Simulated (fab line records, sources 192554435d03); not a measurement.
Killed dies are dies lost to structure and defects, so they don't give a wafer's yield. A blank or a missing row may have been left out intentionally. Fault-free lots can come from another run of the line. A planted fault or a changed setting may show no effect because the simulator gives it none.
fab line records	flow n5Finfet
[record] lots = 24	wafers = 72	lastDay = 17
route steps=1938 shown BEOL_M0@738 BEOL_M1@751
lots with no fault: from the same line, run without faults
startH: hours from the record's opening day to when the first of the lot's shown wafers began	waitH: hours from the lot's prior step to this one	" unchanged from the row above	L1.1+2: a row that stands for several wafers	- no value, or no start was given	* or withheld: withheld	< > ~ a bound
route shown NAME@n: NAME is a module with steps in the file, n the number in the route of the first one	usual: mean/standard deviation of fault-free wafers	same: alike in all rows	chamber/n: place in a boat	sites: readings site by site	_std_site: the standard deviation of these	_edge_site: the outer-site mean with the inner-site mean subtracted	radiusMm: for every site, how far away it sits from the centre of the wafer	mask NAME#n: copy n	behind: tool/chamber where the wafer was last shaped	hold: reason for holding the lot/hours on hold/outcome of the hold	device: which transistor (n, p or np) failed to switch	end of line: at the end of the route, the tests of the same wafers	a step without rows: its recipe alone	killed: dies lost to structure and defects at the first sort, not the wafer's yield	map: per-die view of a wafer (x killed, . not killed, _ where there is no die)
set.NAME: the setting the step ran with; set.NAME@STEP: the setting that earlier step ran with	model.NAME: the simulator's own value behind a step, which no gauge read
route steps across a sampled set of lots; one table per step, one row per wafer
services: a tool's chamber out of use, with start hour (startH, from the record's first day; less than 0 if before it), hours out, and reason
[[steps]]
[step N5_BEOL_M0_SPUTTER_134]
[recipe] material = Cu	targetThkA = 40	tempC = -20	chamberPressurePa = 0.07	powerW = withheld	timeS = 7.37
[usual] chamberPressurePa = 0.07001/0.00015	throttleValvePct = 30.2/0.92
lot.wafer	tool	chamber	startH	waitH	chamberPressurePa	throttleValvePct
L074.1	pvdSputter-01	-	116.56	0.0	0.07005	32.0
L074.2	"	-	"	"	0.07008	31.0
L074.6	"	-	"	"	0.07016	31.9
L075.2	pvdSputter-02	-	129.62	0.0	0.07025	29.6
L075.3	"	-	"	"	0.06985	30.4
L075.6	"	-	"	"	0.06981	30.2
L076.1	pvdSputter-01	-	134.88	0.0	0.07003	30.5
L076.3	"	-	"	"	0.06981	31.8
L076.4	"	-	"	"	0.06988	30.8
L077.2	pvdSputter-03	-	138.79	0.0	0.07014	30.1
L077.3	"	-	"	"	0.07009	30.1
L077.6	"	-	"	"	0.07009	30.2
L078.1	pvdSputter-03	-	144.68	0.0	0.06998	30.1
L078.2	"	-	"	"	0.06996	31.7
L078.5	"	-	"	"	0.06981	29.4
L079.1	pvdSputter-01	-	146.15	0.0	0.06999	29.6
L079.5	"	-	"	"	0.07021	30.9
L079.6	"	-	"	"	0.07012	30.5
L080.1	pvdSputter-03	-	156.20	0.0	0.07002	31.7
L080.2	"	-	"	"	0.07024	30.3
L080.6	"	-	"	"	0.06997	30.2
L081.3	pvdSputter-02	-	157.77	0.0	0.07	29.2
L081.4	"	-	"	"	0.06953	29.7
L081.5	"	-	"	"	0.07015	30.3
L082.1	pvdSputter-03	-	163.83	0.0	0.07022	30.0
L082.3	"	-	"	"	0.0703	29.4
L082.4	"	-	"	"	0.07015	30.1
L083.4	pvdSputter-01	-	168.24	0.0	0.07021	32.1
L083.5	"	-	"	"	0.07025	29.5
L083.6	"	-	"	"	0.07031	31.7
L084.2	pvdSputter-01	-	176.47	0.0	0.06996	31.8
L084.4	"	-	"	"	0.06988	29.4
L084.5	"	-	"	"	0.0699	29.6
L085.1	pvdSputter-02	-	185.52	0.0	0.06999	29.2
L085.3	"	-	"	"	0.07017	30.5
L085.6	"	-	"	"	0.06999	29.4
L086.2	pvdSputter-02	-	191.37	0.0	0.07008	29.2
L086.4	"	-	"	"	0.06983	29.0
L086.6	"	-	"	"	0.07009	30.2
L087.1	pvdSputter-03	-	198.58	0.0	0.06976	30.0
L087.3	"	-	"	"	0.06992	31.5
L087.6	"	-	"	"	0.06989	29.4
L088.1	pvdSputter-02	-	206.25	0.0	0.0704	30.5
L088.5	"	-	"	"	0.06979	29.1
L088.6	"	-	"	"	0.06991	28.9
L090.2	pvdSputter-01	-	215.71	0.0	0.06992	32.0
L090.5	"	-	"	"	0.06971	29.2
L090.6	"	-	"	"	0.0699	30.8
L089.3	pvdSputter-01	-	216.33	0.0	0.07005	31.8
L089.4	"	-	"	"	0.07001	31.3
L089.5	"	-	"	"	0.0699	30.7
L091.1	pvdSputter-02	-	223.82	0.0	0.0701	30.4
L091.2	"	-	"	"	0.07	29.0
L091.4	"	-	"	"	0.0698	29.3
L092.2	pvdSputter-02	-	226.80	0.0	0.07003	29.2
L092.3	"	-	"	"	0.07008	30.3
L092.4	"	-	"	"	0.07003	29.5
L093.3	pvdSputter-03	-	228.81	0.0	0.06986	29.2
L093.4	"	-	"	"	0.07022	31.6
L093.5	"	-	"	"	0.07026	28.9
L094.2	pvdSputter-01	-	237.79	0.0	0.06989	29.3
L094.3	"	-	"	"	0.07009	31.8
L094.5	"	-	"	"	0.07012	31.2
L095.4	pvdSputter-02	-	246.41	0.0	0.06992	29.2
L095.5	"	-	"	"	0.07016	29.6
L095.6	"	-	"	"	0.06991	30.4
L096.2	pvdSputter-01	-	247.77	0.0	0.07017	30.9
L096.3	"	-	"	"	0.07	29.8
L096.6	"	-	"	"	0.07018	29.4
L097.1	pvdSputter-01	-	255.78	0.0	0.0702	31.8
L097.3	"	-	"	"	0.06983	31.0
L097.4	"	-	"	"	0.07017	30.6
[step N5_BEOL_M1_ILD_DEP_00]
[recipe] material = SiOC	targetThkA = 790	tempC = 350	precursor = DEMS/O2	pressureTorr = 5	rfW = 500	timeS = 15.3
[usual] heaterPowerW = 459/72	showerheadPlenumPTorr = 5.698/0.014	throttleValvePct = 12.0/0.57
lot.wafer	tool	chamber	startH	waitH	heaterPowerW	showerheadPlenumPTorr	throttleValvePct
L074.1	pecvd-02	0	117.79	0.0	407	5.677	12.6
L074.2	"	2	"	"	447	5.709	11.7
L074.6	"	0	"	"	410	5.686	12.6
L075.2	pecvd-03	1	130.91	0.0	508	5.688	12.0
L075.3	"	2	"	"	376	5.711	11.0
L075.6	"	2	"	"	386	5.704	11.2
L076.1	pecvd-02	1	136.17	0.0	326	5.685	12.4
L076.3	"	0	"	"	435	5.680	12.5
L076.4	"	0	"	"	425	5.695	12.6
L077.2	pecvd-02	0	140.30	0.0	374	5.675	12.4
L077.3	"	1	"	"	348	5.698	12.5
L077.6	"	2	"	"	426	5.713	12.0
L078.1	pecvd-03	0	146.43	0.0	515	5.690	12.4
L078.2	"	2	"	"	365	5.705	11.4
L078.5	"	1	"	"	592	5.697	12.2
L079.1	pecvd-03	2	147.78	0.0	443	5.720	11.1
L079.5	"	0	"	"	512	5.689	12.4
L079.6	"	2	"	"	446	5.728	11.1
L080.1	pecvd-01	2	157.43	0.0	507	5.706	10.9
L080.2	"	1	"	"	344	5.705	12.6
L080.6	"	1	"	"	343	5.706	12.2
L081.3	pecvd-03	2	159.13	0.0	466	5.708	11.4
L081.4	"	1	"	"	592	5.707	12.3
L081.5	"	0	"	"	497	5.690	12.1
L082.1	pecvd-03	0	165.21	0.0	438	5.694	12.5
L082.3	"	2	"	"	458	5.725	11.0
L082.4	"	2	"	"	463	5.703	11.2
L083.4	pecvd-02	2	169.92	0.1	441	5.722	11.6
L083.5	"	0	"	"	387	5.680	12.3
L083.6	"	1	"	"	419	5.686	12.4
L084.2	pecvd-03	2	177.80	0.0	412	5.715	11.2
L084.4	"	2	"	"	415	5.715	11.0
L084.5	"	1	"	"	574	5.706	11.8
L085.1	pecvd-01	0	186.76	0.0	663	5.700	11.2
L085.3	"	2	"	"	520	5.696	11.1
L085.6	"	2	"	"	509	5.692	11.0
L086.2	pecvd-03	0	192.60	0.0	473	5.697	12.7
L086.4	"	2	"	"	440	5.714	11.1
L086.6	"	0	"	"	472	5.688	12.6
L087.1	pecvd-02	0	199.94	0.0	409	5.678	12.6
L087.3	"	2	"	"	445	5.715	12.2
L087.6	"	0	"	"	418	5.682	12.6
L088.1	pecvd-01	2	207.91	0.0	477	5.686	11.0
L088.5	"	1	"	"	393	5.696	12.2
L088.6	"	0	"	"	569	5.703	10.8
L090.2	pecvd-03	2	216.94	0.0	468	5.709	11.3
L090.5	"	1	"	"	572	5.695	12.6
L090.6	"	2	"	"	446	5.703	11.4
L089.3	pecvd-02	2	217.56	0.0	484	5.723	11.9
L089.4	"	2	"	"	489	5.715	12.3
L089.5	"	0	"	"	404	5.681	12.6
L091.1	pecvd-03	0	225.05	0.0	426	5.698	12.5
L091.2	"	1	"	"	573	5.710	12.4
L091.4	"	0	"	"	427	5.684	12.1
L092.2	pecvd-02	0	228.04	0.0	432	5.665	12.3
L092.3	"	2	"	"	469	5.710	12.0
L092.4	"	2	"	"	468	5.720	11.9
L093.3	pecvd-02	1	230.05	0.0	370	5.690	12.5
L093.4	"	1	"	"	381	5.686	12.4
L093.5	"	2	"	"	471	5.708	12.0
L094.2	pecvd-02	2	239.72	0.0	482	5.732	11.9
L094.3	"	0	"	"	451	5.686	12.6
L094.5	"	0	"	"	441	5.677	12.2
L095.4	pecvd-02	2	247.66	0.1	477	5.711	12.0
L095.5	"	0	"	"	446	5.681	12.7
L095.6	"	1	"	"	394	5.684	12.6
L096.2	pecvd-02	2	249.00	0.0	513	5.703	11.9
L096.3	"	1	"	"	394	5.694	12.7
L096.6	"	1	"	"	407	5.694	12.7
L097.1	pecvd-03	0	257.06	0.0	512	5.679	12.2
L097.3	"	2	"	"	398	5.695	11.3
L097.4	"	2	"	"	402	5.724	11.2
[step N5_BEOL_M1_THK_MEAS_01]
[recipe] reads = SiOC_of_BEOL_M1_ILD_DEP_00
[usual] M1_ILD_THK = 78.8/0.89
lot.wafer	tool	chamber	startH	waitH	M1_ILD_THK[nm]
L074.1	filmMetro-02	-	117.86	0.0	78.5
L074.2	"	-	"	"	78.4
L074.6	"	-	"	"	79.5
L075.2	filmMetro-02	-	130.98	0.1	77.3
L075.3	"	-	"	"	78.9
L075.6	"	-	"	"	79.2
L076.1	filmMetro-02	-	136.24	0.0	78.3
L076.3	"	-	"	"	78.3
L076.4	"	-	"	"	80.8
L077.2	filmMetro-02	-	140.37	0.1	77.6
L077.3	"	-	"	"	77.4
L077.6	"	-	"	"	79.0
L078.1	filmMetro-02	-	146.50	0.0	78.6
L078.2	"	-	"	"	79.1
L078.5	"	-	"	"	79.8
L079.1	filmMetro-02	-	147.85	0.0	77.8
L079.5	"	-	"	"	79.3
L079.6	"	-	"	"	77.9
L080.1	filmMetro-02	-	157.50	0.0	78.0
L080.2	"	-	"	"	77.3
L080.6	"	-	"	"	78.9
L081.3	filmMetro-02	-	159.20	0.1	77.1
L081.4	"	-	"	"	78.1
L081.5	"	-	"	"	78.0
L082.1	filmMetro-02	-	165.28	0.0	77.8
L082.3	"	-	"	"	77.5
L082.4	"	-	"	"	79.5
L083.4	filmMetro-02	-	169.97	0.0	80.0
L083.5	"	-	"	"	78.8
L083.6	"	-	"	"	79.7
L084.2	filmMetro-02	-	177.89	0.1	77.7
L084.4	"	-	"	"	78.8
L084.5	"	-	"	"	79.1
L085.1	filmMetro-02	-	186.82	0.0	78.2
L085.3	"	-	"	"	78.9
L085.6	"	-	"	"	79.4
L086.2	filmMetro-02	-	192.66	0.1	78.6
L086.4	"	-	"	"	79.3
L086.6	"	-	"	"	79.0
L087.1	filmMetro-02	-	200.01	0.0	78.0
L087.3	"	-	"	"	78.3
L087.6	"	-	"	"	79.2
L088.1	filmMetro-02	-	207.98	0.0	78.3
L088.5	"	-	"	"	80.0
L088.6	"	-	"	"	80.3
L090.2	filmMetro-01	-	217.01	0.1	78.1
L090.5	"	-	"	"	79.8
L090.6	"	-	"	"	80.5
L089.3	filmMetro-02	-	217.63	0.1	78.0
L089.4	"	-	"	"	79.1
L089.5	"	-	"	"	80.2
L091.1	filmMetro-01	-	225.12	0.0	78.4
L091.2	"	-	"	"	78.5
L091.4	"	-	"	"	79.4
L092.2	filmMetro-01	-	228.11	0.1	77.8
L092.3	"	-	"	"	78.9
L092.4	"	-	"	"	79.9
L093.3	filmMetro-02	-	230.12	0.1	78.8
L093.4	"	-	"	"	79.9
L093.5	"	-	"	"	79.2
L094.2	filmMetro-02	-	239.79	0.1	78.0
L094.3	"	-	"	"	78.3
L094.5	"	-	"	"	80.4
L095.4	filmMetro-02	-	247.71	0.0	78.9
L095.5	"	-	"	"	79.4
L095.6	"	-	"	"	78.7
L096.2	filmMetro-02	-	249.06	0.1	78.1
L096.3	"	-	"	"	78.9
L096.6	"	-	"	"	79.7
L097.1	filmMetro-02	-	257.13	0.0	77.9
L097.3	"	-	"	"	77.8
L097.4	"	-	"	"	79.7
[step N5_BEOL_M1_OVL_MEAS_12]
[recipe] pointsPerWafer = 522
[usual] M1_OVL = 0.6/0.73
lot.wafer	tool	chamber	startH	waitH	M1_OVL[nm]
L074.1	overlay-01	0	120.32	0.0	0.2
L074.2	"	0	"	"	0.9
L074.6	"	0	"	"	1.4
L075.2	overlay-02	0	131.89	0.0	-1.2
L075.3	"	0	"	"	-0.2
L075.6	"	0	"	"	-0.9
L076.1	overlay-02	0	136.88	0.0	-0.4
L076.3	"	0	"	"	-0.3
L076.4	"	0	"	"	-0.8
L077.2	overlay-01	0	143.62	0.0	0.0
L077.3	"	0	"	"	0.0
L077.6	"	0	"	"	1.4
L078.1	overlay-01	0	149.54	0.0	0.6
L078.2	"	0	"	"	2.2
L078.5	"	0	"	"	0.9
L079.1	overlay-01	0	149.94	0.0	-0.1
L079.5	"	0	"	"	-0.4
L079.6	"	0	"	"	-0.9
L080.1	overlay-01	0	158.80	0.0	-0.8
L080.2	"	0	"	"	0.6
L080.6	"	0	"	"	0.2
L081.3	overlay-02	0	161.11	0.0	0.7
L081.4	"	0	"	"	1.6
L081.5	"	0	"	"	0.3
L082.1	overlay-01	0	167.28	0.0	0.9
L082.3	"	0	"	"	1.3
L082.4	"	0	"	"	2.1
L083.4	overlay-02	0	173.64	0.0	0.4
L083.5	"	0	"	"	0.6
L083.6	"	0	"	"	0.6
L084.2	overlay-01	0	182.96	0.0	1.8
L084.4	"	0	"	"	2.1
L084.5	"	0	"	"	1.0
L085.1	overlay-01	0	187.46	0.0	0.4
L085.3	"	0	"	"	1.2
L085.6	"	0	"	"	1.2
L086.2	overlay-01	0	195.27	0.0	0.9
L086.4	"	0	"	"	0.7
L086.6	"	0	"	"	1.8
L087.1	overlay-02	0	203.85	0.0	0.3
L087.3	"	0	"	"	0.5
L087.6	"	0	"	"	0.9
L088.1	overlay-02	0	209.55	0.0	1.2
L088.5	"	0	"	"	1.5
L088.6	"	0	"	"	0.8
L090.2	overlay-02	0	218.41	0.0	0.2
L090.5	"	0	"	"	0.1
L090.6	"	0	"	"	-0.6
L089.3	overlay-01	0	219.15	0.0	0.1
L089.4	"	0	"	"	1.3
L089.5	"	0	"	"	0.1
L091.1	overlay-02	0	226.65	0.0	1.0
L091.2	"	0	"	"	-0.3
L091.4	"	0	"	"	0.8
L092.2	overlay-02	0	229.76	0.0	1.0
L092.3	"	0	"	"	1.3
L092.4	"	0	"	"	0.7
L093.3	overlay-02	0	230.64	0.0	1.0
L093.4	"	0	"	"	0.8
L093.5	"	0	"	"	1.4
L094.2	overlay-02	0	241.71	0.0	-0.4
L094.3	"	0	"	"	1.0
L094.5	"	0	"	"	0.4
L095.4	overlay-01	0	250.34	0.0	0.3
L095.5	"	0	"	"	0.4
L095.6	"	0	"	"	-0.4
L096.2	overlay-01	0	251.91	0.0	0.9
L096.3	"	0	"	"	0.7
L096.6	"	0	"	"	0.9
L097.1	overlay-01	0	259.46	0.0	0.6
L097.3	"	0	"	"	0.9
L097.4	"	0	"	"	0.4
[step N5_BEOL_M1_ETCH_63]
[recipe] chemistry = CF4	target = SiARC	targetDepthA = 156	maskMaterial = CAR-EUV	timeS = 26	ionEnergyEv = 80	pressureMtorr = 40	sourceW = 545	biasW = 36	Ar_flow_sccm = 100	cf4FlowSccm = 100	ends = cleared
[usual] drypumpMotorCurrentA = 5.8/0.52	etchRfOnTimeS = 25.9/0.6	oesProductAu = 0.67/0.064	rfVppV = 184.1/1.2	showerheadPlenumPTorr = 2.15/0.063	throttleValvePct = 15.63/0.25
lot.wafer	tool	chamber	startH	waitH	drypumpMotorCurrentA	etchRfOnTimeS	oesProductAu	rfHoursCounterH	rfVppV	showerheadPlenumPTorr	throttleValvePct
L074.1	rieDiel-04	0	120.64	0.0	6.5	26.3	0.60	212	184.1	2.20	15.76
L074.2	"	3	"	"	5.4	26.7	0.59	225	183.7	2.20	15.57
L074.6	"	3	"	"	5.3	26.8	0.59	-	186.1	2.20	15.59
L075.2	rieDiel-01	2	132.03	0.0	5.3	26.4	0.85	0	182.1	2.10	15.41
L075.3	"	1	"	"	5.5	25.3	0.75	58	185.6	2.17	15.11
L075.6	"	1	"	"	5.5	25.5	0.76	-	185.6	2.17	15.10
L076.1	rieDiel-05	1	137.03	0.0	5.7	26.9	0.63	139	183.1	2.05	15.74
L076.3	"	3	"	"	6.3	25.9	0.71	85	185.1	2.18	15.96
L076.4	"	2	"	"	5.2	25.8	0.64	160	184.2	2.14	15.45
L077.2	rieDiel-01	0	143.76	0.0	6.7	26.3	0.74	47	184.5	2.25	15.44
L077.3	"	1	"	"	5.5	25.3	0.76	62	185.2	2.17	15.12
L077.6	"	2	"	"	5.3	26.2	0.83	-	182.2	2.10	15.40
L078.1	rieDiel-04	1	149.68	0.0	5.6	25.7	0.67	104	183.9	2.16	15.51
L078.2	"	0	"	"	6.5	26.1	0.60	220	184.0	2.20	15.79
L078.5	"	1	"	"	5.6	25.8	0.67	-	184.6	2.16	15.52
L079.1	rieDiel-05	1	150.09	0.0	5.7	27.1	0.63	142	182.4	2.05	15.78
L079.5	"	1	"	"	5.7	27.1	0.63	-	182.0	2.05	15.76
L079.6	"	2	"	"	5.2	26.0	0.64	-	183.2	2.14	15.47
L080.1	rieDiel-01	0	158.94	0.0	6.7	26.4	0.73	53	185.0	2.25	15.42
L080.2	"	3	"	"	5.2	24.2	0.76	45	184.2	2.17	15.65
L080.6	"	3	"	"	5.2	24.4	0.75	-	185.4	2.17	15.64
L081.3	rieDiel-01	1	161.24	0.0	5.5	24.8	0.75	68	183.9	2.17	15.12
L081.4	"	0	"	"	6.7	26.3	0.73	53	183.4	2.25	15.43
L081.5	"	3	"	"	5.2	24.3	0.75	-	184.7	2.17	15.64
L082.1	rieDiel-01	2	167.42	0.0	5.4	26.2	0.79	12	184.3	2.10	15.42
L082.3	"	0	"	"	6.7	26.4	0.72	55	186.8	2.25	15.44
L082.4	"	3	"	"	5.2	24.5	0.74	47	184.1	2.17	15.64
L083.4	rieDiel-04	2	173.77	0.0	6.4	26.1	0.64	134	183.0	2.07	15.95
L083.5	"	1	"	"	5.5	25.9	0.67	-	184.4	2.15	15.53
L083.6	"	2	"	"	6.5	26.1	0.64	-	183.7	2.07	15.94
L084.2	rieDiel-05	2	183.10	0.0	5.2	25.6	0.63	172	184.4	2.14	15.49
L084.4	"	1	"	"	5.8	26.4	0.63	153	182.7	2.05	15.79
L084.5	"	1	"	"	5.8	26.4	0.64	-	182.8	2.05	15.79
L085.1	rieDiel-05	0	188.18	0.0	5.7	25.5	0.68	105	184.3	2.26	15.40
L085.3	"	2	"	"	5.2	25.6	0.64	174	184.3	2.14	15.48
L085.6	"	2	"	"	5.2	25.9	0.63	-	183.8	2.14	15.49
L086.2	rieDiel-05	1	195.54	0.0	5.8	26.7	0.62	157	182.0	2.05	15.81
L086.4	"	3	"	"	6.3	25.6	0.69	103	185.7	2.17	15.98
L086.6	"	1	"	"	5.8	26.7	0.62	-	183.1	2.05	15.81
L087.1	rieDiel-04	2	204.09	0.0	6.5	25.7	0.64	143	183.2	2.07	15.96
L087.3	"	1	"	"	5.6	25.7	0.66	121	182.9	2.15	15.55
L087.6	"	2	"	"	6.4	25.9	0.63	-	182.5	2.07	15.97
L088.1	rieDiel-05	1	209.69	0.0	5.8	26.7	0.62	160	184.3	2.05	15.81
L088.5	"	1	"	"	5.7	26.6	0.62	-	181.9	2.05	15.81
L088.6	"	0	"	"	5.7	25.6	0.68	-	185.0	2.25	15.41
L090.2	rieDiel-04	1	218.54	0.0	5.6	25.6	0.66	127	183.5	2.15	15.56
L090.5	"	0	"	"	6.5	25.9	0.58	-	183.6	2.19	15.86
L090.6	"	1	"	"	5.6	25.6	0.66	-	184.4	2.15	15.55
L089.3	rieDiel-04	2	219.29	0.0	6.5	26.1	0.62	149	182.1	2.07	15.98
L089.4	"	2	"	"	6.5	26.2	0.62	-	184.0	2.07	16.00
L089.5	"	0	"	"	6.5	26.2	0.59	-	185.3	2.19	15.84
L091.1	rieDiel-04	0	226.79	0.0	6.5	26.3	0.58	247	186.1	2.19	15.83
L091.2	"	1	"	"	5.6	26.2	0.64	130	185.0	2.15	15.56
L091.4	"	1	"	"	5.6	25.9	0.65	-	184.1	2.15	15.56
L092.2	rieDiel-05	3	229.90	0.0	6.3	25.2	0.69	112	183.7	2.17	16.01
L092.3	"	0	"	"	5.7	25.5	0.67	117	184.9	2.25	15.43
L092.4	"	1	"	"	5.8	26.5	0.62	167	182.4	2.04	15.83
L093.3	rieDiel-01	1	230.77	0.0	5.5	24.9	0.73	84	184.3	2.16	15.17
L093.4	"	3	"	"	5.2	24.4	0.73	63	184.2	2.16	15.70
L093.5	"	0	"	"	6.8	26.7	0.71	-	184.8	2.24	15.49
L094.2	rieDiel-05	2	241.85	0.0	5.2	25.9	0.62	190	184.3	2.13	15.53
L094.3	"	1	"	"	5.8	27.0	0.62	171	183.5	2.04	15.84
L094.5	"	2	"	"	5.2	25.8	0.62	-	184.6	2.13	15.54
L095.4	rieDiel-04	3	250.48	0.0	5.4	25.1	0.83	-	184.2	2.19	15.11
L095.5	"	2	"	"	6.4	26.1	0.62	-	181.6	2.07	16.01
L095.6	"	1	"	"	5.6	26.0	0.64	-	183.9	2.14	15.59
L096.2	rieDiel-05	3	252.04	0.0	6.3	25.8	0.67	118	184.7	2.17	16.02
L096.3	"	1	"	"	5.7	27.2	0.61	174	182.7	2.04	15.84
L096.6	"	2	"	"	5.2	26.1	0.62	-	183.9	2.13	15.53
L097.1	rieDiel-05	0	259.60	0.0	5.7	25.9	0.65	125	185.9	2.25	15.43
L097.3	"	3	"	"	6.3	26.1	0.67	120	183.7	2.17	16.03
L097.4	"	2	"	"	5.2	25.8	0.62	194	183.9	2.13	15.52
[step N5_BEOL_M1_CD_MEAS_28]
[recipe] landingEnergyEv = 500	detector = seInlens	targetCdYNm = 23.3
[usual] cdNm = 24.02/0.21
lot.wafer	tool	chamber	startH	waitH	cdNm
L074.1	cdSem-02	0	121.35	-	24.43
L074.2	"	0	"	"	23.63
L074.6	"	0	"	"	24.19
L075.2	cdSem-01	0	132.73	-	24.22
L075.3	"	0	"	"	23.81
L075.6	"	0	"	"	24.06
L076.1	cdSem-03	0	137.73	-	24.08
L076.3	"	0	"	"	23.59
L076.4	"	0	"	"	24.05
L077.2	cdSem-01	0	144.55	-	23.91
L077.3	"	0	"	"	23.71
L077.6	"	0	"	"	23.88
L078.1	cdSem-01	0	150.38	-	23.97
L078.2	"	0	"	"	24.19
L078.5	"	0	"	"	23.88
L079.1	cdSem-02	0	150.79	-	23.66
L079.5	"	0	"	"	23.83
L079.6	"	0	"	"	23.96
L080.1	cdSem-01	0	159.64	-	24.31
L080.2	"	0	"	"	24.11
L080.6	"	0	"	"	23.94
L081.3	cdSem-02	0	162.01	-	23.95
L081.4	"	0	"	"	23.98
L081.5	"	0	"	"	23.90
L082.1	cdSem-03	0	168.26	-	24.12
L082.3	"	0	"	"	24.13
L082.4	"	0	"	"	24.15
L083.4	cdSem-01	0	174.47	-	23.95
L083.5	"	0	"	"	24.13
L083.6	"	0	"	"	24.26
L084.2	cdSem-02	0	183.92	-	23.89
L084.4	"	0	"	"	24.24
L084.5	"	0	"	"	24.13
L085.1	cdSem-02	0	189.02	-	24.27
L085.3	"	0	"	"	24.13
L085.6	"	0	"	"	24.07
L086.2	cdSem-02	0	196.24	-	23.86
L086.4	"	0	"	"	24.59
L086.6	"	0	"	"	24.19
L087.1	cdSem-02	0	204.90	-	23.81
L087.3	"	0	"	"	24.36
L087.6	"	0	"	"	23.77
L088.1	cdSem-01	0	210.51	-	23.69
L088.5	"	0	"	"	23.86
L088.6	"	0	"	"	23.79
L090.2	cdSem-03	0	219.34	-	23.69
L090.5	"	0	"	"	24.05
L090.6	"	0	"	"	24.13
L089.3	cdSem-03	0	219.99	-	23.85
L089.4	"	0	"	"	24.06
L089.5	"	0	"	"	24.01
L091.1	cdSem-02	0	227.50	-	24.22
L091.2	"	0	"	"	24.12
L091.4	"	0	"	"	24.43
L092.2	cdSem-01	0	230.81	-	23.88
L092.3	"	0	"	"	24.03
L092.4	"	0	"	"	24.14
L093.3	cdSem-01	0	231.47	-	23.81
L093.4	"	0	"	"	24.04
L093.5	"	0	"	"	23.97
L094.2	cdSem-01	0	242.55	-	23.53
L094.3	"	0	"	"	24.49
L094.5	"	0	"	"	24.08
L095.4	cdSem-01	0	251.18	-	23.85
L095.5	"	0	"	"	23.75
L095.6	"	0	"	"	23.73
L096.2	cdSem-03	0	252.74	-	23.95
L096.3	"	0	"	"	23.58
L096.6	"	0	"	"	23.67
L097.1	cdSem-01	0	260.49	-	23.68
L097.3	"	0	"	"	24.32
L097.4	"	0	"	"	24.04
[[services]]
tool	chamber	startH	hours	kind
rieDiel-05	1	95.99	7.9	repair
rieDiel-01	2	104.60	-	clean
rieDiel-01	2	104.60	-	consumableReplace:focusRing
rieDiel-01	2	104.60	26.7	scheduledDown
rieDiel-01	2	104.60	26.7	ventCycle
pvdSputter-01	-	107.88	1.9	repair
rieDiel-01	3	108.65	45.3	repair
pecvd-01	-	111.13	28.1	pm
pvdSputter-03	-	117.71	8.4	repair
rieDiel-05	0	121.56	1.7	repair
pecvd-01	-	158.67	0.7	repair
pvdSputter-03	-	169.46	17.4	repair
pecvd-03	0	176.17	2.1	scheduledDown
pecvd-03	-	194.16	6.6	repair
rieDiel-04	3	202.30	-	clean
rieDiel-04	3	202.30	-	consumableReplace:focusRing
rieDiel-04	3	202.30	28.8	scheduledDown
rieDiel-04	3	202.30	28.8	ventCycle
rieDiel-01	-	206.39	0.5	repair
rieDiel-04	0	239.05	-	clean
rieDiel-04	0	239.05	-	consumableReplace:focusRing
rieDiel-04	0	239.05	24.7	scheduledDown
rieDiel-04	0	239.05	24.7	ventCycle
pecvd-03	-	257.52	0.3	repair
[[key]]
fault none
